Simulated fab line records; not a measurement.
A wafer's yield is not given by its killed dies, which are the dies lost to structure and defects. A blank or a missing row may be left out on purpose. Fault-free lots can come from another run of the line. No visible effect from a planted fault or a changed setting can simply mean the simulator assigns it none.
Matching of chambers || flow n5Finfet || N5_STI_FIN_REVEAL_ETCH_34 on rieSi-03 has 4 sister chambers
The step etches Si in H2, material Si, target depth 0.97 nm. 16 wafers are shown with their chamber, then 8 later ones without.

EACH WAFER AND ITS CHAMBER
{"wafer": "L077.1", "chamber": 2, "drypumpMotorCurrentA (A)": 5.7, "throttleValvePct (%)": 25.71, "oesProductAu (a.u.)": 1.012}
{"wafer": "L077.4", "chamber": 0, "drypumpMotorCurrentA (A)": 5.9, "throttleValvePct (%)": 26.00, "oesProductAu (a.u.)": 0.995}
{"wafer": "L077.6", "chamber": 0, "drypumpMotorCurrentA (A)": 6.0, "throttleValvePct (%)": 26.00, "oesProductAu (a.u.)": 0.995}
{"wafer": "L078.4", "chamber": 1, "drypumpMotorCurrentA (A)": 6.7, "throttleValvePct (%)": 26.27, "oesProductAu (a.u.)": 1.027}
{"wafer": "L078.5", "chamber": 0, "drypumpMotorCurrentA (A)": 5.9, "throttleValvePct (%)": 25.98, "oesProductAu (a.u.)": 0.988}
{"wafer": "L078.6", "chamber": 1, "drypumpMotorCurrentA (A)": 6.7, "throttleValvePct (%)": 26.28, "oesProductAu (a.u.)": 1.026}
{"wafer": "L079.1", "chamber": 0, "drypumpMotorCurrentA (A)": 5.9, "throttleValvePct (%)": 25.97, "oesProductAu (a.u.)": 0.995}
{"wafer": "L079.3", "chamber": 1, "drypumpMotorCurrentA (A)": 6.7, "throttleValvePct (%)": 26.26, "oesProductAu (a.u.)": 1.017}
{"wafer": "L079.4", "chamber": 2, "drypumpMotorCurrentA (A)": 5.7, "throttleValvePct (%)": 25.72, "oesProductAu (a.u.)": 1.003}
{"wafer": "L080.3", "chamber": 0, "drypumpMotorCurrentA (A)": 5.9, "throttleValvePct (%)": 25.99, "oesProductAu (a.u.)": 1.008}
{"wafer": "L080.4", "chamber": 2, "drypumpMotorCurrentA (A)": 5.7, "throttleValvePct (%)": 25.74, "oesProductAu (a.u.)": 1.016}
{"wafer": "L080.5", "chamber": 3, "drypumpMotorCurrentA (A)": 6.2, "throttleValvePct (%)": 25.44, "oesProductAu (a.u.)": 1.017}
{"wafer": "L083.2", "chamber": 0, "drypumpMotorCurrentA (A)": 5.9, "throttleValvePct (%)": 25.99, "oesProductAu (a.u.)": 1.000}
{"wafer": "L083.3", "chamber": 2, "drypumpMotorCurrentA (A)": 5.7, "throttleValvePct (%)": 25.71, "oesProductAu (a.u.)": 1.007}
{"wafer": "L083.4", "chamber": 3, "drypumpMotorCurrentA (A)": 6.2, "throttleValvePct (%)": 25.44, "oesProductAu (a.u.)": 1.011}
{"wafer": "L084.4", "chamber": 0, "drypumpMotorCurrentA (A)": 5.9, "throttleValvePct (%)": 25.99, "oesProductAu (a.u.)": 1.001}

SIGNATURES, as means of the wafers listed above
{"reading": "drypumpMotorCurrentA", "chamber 0": 5.914, "chamber 1": 6.700, "chamber 2": 5.700, "chamber 3": 6.200, "scatter within a chamber": 0.0267}
{"reading": "throttleValvePct", "chamber 0": 25.9886, "chamber 1": 26.2700, "chamber 2": 25.7200, "chamber 3": 25.4400, "scatter within a chamber": 0.0111}
{"reading": "oesProductAu", "chamber 0": 0.99743, "chamber 1": 1.02333, "chamber 2": 1.00950, "chamber 3": 1.01400, "scatter within a chamber": 0.00587}
Rule: distance of a wafer from a chamber = root of the sum over the readings of ((wafer's reading minus chamber's mean) / reading's scatter) squared. If the next closest chamber is less than 2 further off than the closest, the wafer can't be placed; otherwise it belongs to the closest. How the scatter is found: for the shown wafers, subtract from each reading the mean of its chamber, square and add these, divide the total by (wafers less chambers), then take the root.

WAFERS MISSING THEIR CHAMBER
{"wafer": "L084.5", "drypumpMotorCurrentA (A)": 6.2, "throttleValvePct (%)": 25.43, "oesProductAu (a.u.)": 1.005}
{"wafer": "L084.6", "drypumpMotorCurrentA (A)": 5.9, "throttleValvePct (%)": 26.00, "oesProductAu (a.u.)": 1.000}
{"wafer": "L090.3", "drypumpMotorCurrentA (A)": 6.2, "throttleValvePct (%)": 25.45, "oesProductAu (a.u.)": 1.007}
{"wafer": "L090.5", "drypumpMotorCurrentA (A)": 5.9, "throttleValvePct (%)": 25.98, "oesProductAu (a.u.)": 1.000}
{"wafer": "L090.6", "drypumpMotorCurrentA (A)": 6.2, "throttleValvePct (%)": 25.45, "oesProductAu (a.u.)": 1.001}
{"wafer": "L097.3", "drypumpMotorCurrentA (A)": 6.7, "throttleValvePct (%)": 26.29, "oesProductAu (a.u.)": 1.017}
{"wafer": "L097.4", "drypumpMotorCurrentA (A)": 5.7, "throttleValvePct (%)": 25.71, "oesProductAu (a.u.)": 1.011}
{"wafer": "L097.5", "drypumpMotorCurrentA (A)": 6.7, "throttleValvePct (%)": 26.27, "oesProductAu (a.u.)": 1.006}

EACH ONE'S CHAMBER
{"wafer": "L084.5", "from the rows above": 3, "in truth": 3}
{"wafer": "L084.6", "from the rows above": 0, "in truth": 0}
{"wafer": "L090.3", "from the rows above": 3, "in truth": 3}
{"wafer": "L090.5", "from the rows above": 0, "in truth": 0}
{"wafer": "L090.6", "from the rows above": 3, "in truth": 3}
{"wafer": "L097.3", "from the rows above": 1, "in truth": 1}
{"wafer": "L097.4", "from the rows above": 2, "in truth": 2}
{"wafer": "L097.5", "from the rows above": 1, "in truth": 1}
Placed correctly: 8 of 8. Left unplaced by these rows: 0. Wrongly placed: 0.
